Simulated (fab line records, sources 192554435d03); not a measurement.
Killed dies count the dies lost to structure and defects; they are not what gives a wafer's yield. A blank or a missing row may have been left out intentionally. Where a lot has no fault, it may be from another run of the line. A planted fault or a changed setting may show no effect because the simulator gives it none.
Struck lot and sound lot, side by side    flow n5Finfet    17 out of 1938 route steps
Sound: these wafers, L377.2, L377.5, L377.6. Struck: wafer L374.3. (L374.1, L374.5 of the same lot were not struck and are left out.) The cause comes at the end.
For every step that has rows: the tool of each side, followed by ch and its chambers, followed by its first start. Under that, the readings that differ: sound wafers    struck wafers    difference of the means    sigmas: that difference in standard deviations of wafers without a fault.
alike: words and numbers the same on both sides, and readings whose means are apart by under 2 such deviations; not compared: readings that were withheld, readings missing a value for some wafer, numbers with overlapping values and no deviation given by the record, and bounds like >300 which may hide the same value.
Wherever a step has rows on one side only, a row that says differs or no value, or a row with sigmas, the two part there. When numbers do not overlap yet have no deviation, they are printed without sigmas and do not part them. A reading that every wafer of one side lacks parts them only if that side has two wafers or more.

first, 9 steps without rows for these wafers: N5_BEOL_M0_SAQP_COAT_34 (resist thk 30 nm); N5_BEOL_M0_SAQP_EBR_36; N5_BEOL_M0_SAQP_SOFTBAKE_35 (time 60 s); N5_BEOL_M0_SAQP_EXPOSE_37 (exposes mask M0 CUT1, target cd 30 nm); N5_BEOL_M0_SAQP_PEB_38 (peb time 60 s); N5_BEOL_M0_SAQP_DEVELOP_39 (develop time 30 s); N5_BEOL_M0_SAQP_DESCUM_45 (chemistry O2, time 7 s); N5_BEOL_M0_SAQP_ETCH_88 (etches underlayer in N2/H2, target depth 6.5 nm, time 5.2 s); N5_BEOL_M0_SAQP_ETCH_73 (etches SiARC in CF4, target depth 19.5 nm, time 32.5 s).
N5_BEOL_M0_SAQP_CUT_ETCH_46: etches SOC in N2/H2, target depth 135 nm, overetch 27 nm, time 202.5 s.
  sound on rieDiel-04 ch 0,2,3, day 10 17:14; struck on rieDiel-03 ch 3, day 9 23:32
reading                                         sound              struck  difference  sigmas
rfVppV (V)                                      522.2 525.8 518.7  528.6   +6.4        +2
throttleValvePct (%)                            18.03 18.05 17.61  17.41   -0.49       -2
model.SiARC_of_BEOL_M0_SAQP_COAT_72.thkNm (nm)  5 5.2 5            3       -2          
model.BEOL_M0_SAQP.cdNm (nm)                    30 29.8 29.8       30.4    +0.5        
  alike: drypumpMotorCurrentA, showerheadPlenumPTorr
  not compared: rfHoursCounterH
then, 3 steps without rows for these wafers: N5_BEOL_M0_SAQP_STRIP_74 (strips in N2/H2); N5_BEOL_M0_SAQP_STRIP_89 (strips in N2/H2); N5_BEOL_M0_SAQP_ALD_48 (deposits SiO2, target thk 20 nm, pulse time 1 s, co reactant pulse time 1 s).
N5_BEOL_M0_SAQP_ETCH_49: etches SiO2 in CF4/O2, target depth 37 nm.
  sound on rieDiel-04 ch 0,3, day 10 18:07; struck on rieDiel-01 ch 2, day 10 00:26
reading                       sound           struck  difference  sigmas
oesProductAu (a.u.)           0.75 0.76 0.67  0.94    +0.21       +2
model.BEOL_M0_SAQP.cdNm (nm)  30 29.8 29.6    30.2    +0.4        
  alike: drypumpMotorCurrentA, rfVppV, showerheadPlenumPTorr, throttleValvePct
  not compared: rfHoursCounterH
then, 1 step without rows for these wafers: N5_BEOL_M0_SAQP_STRIP_75 (strips in CF4).
-- a jump in the record: the struck wafers' starts before and after are 2 days apart (it breaks off in module BEOL_M0_SAQP and resumes in module BEOL_M4, where the first step shown is number 1111 of the route) --
N5_BEOL_M4_RC_MEAS_101:
  sound on prober-02 ch 0, day 12 22:38; struck on prober-02 ch 0, day 12 11:20
  alike: DIBL_N, DIBL_P, IOFF_N, IOFF_P, ION_N, ION_P, SS_N, SS_P, VT_N, VT_P
-- a jump in the record: the struck wafers' starts before and after are 5 days apart (it breaks off in module BEOL_M4 and resumes in module PASSIVATION, where the first step shown is number 1936 of the route) --
N5_PASSIVATION_PROBE_49:
  sound on prober-01, day 17 15:14; struck on prober-02, day 17 01:13
reading           sound     struck  difference  sigmas
killedAtFrontEnd  30 31 40  59      +25         +2
killedAtOther     3 5 1     10      +7          +2
  alike: defectLimitedYield, killed_at_M0_to_M3, killed_at_M4_up, killedAtContacts, killedDies, killedOnRim, killedOpen, killedShort, sort_bin_5_function, sort_bin_6_memory, sortNPass, sortYieldPct

## WHERE THEY PART
Last at N5_PASSIVATION_PROBE_49 as far as this record goes, first at N5_BEOL_M0_SAQP_CUT_ETCH_46.

WHY: what the simulator had put in
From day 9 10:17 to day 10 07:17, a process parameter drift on rieDiel-03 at N5_BEOL_M0_SAQP_CUT_ETCH_46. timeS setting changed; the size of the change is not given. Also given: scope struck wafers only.
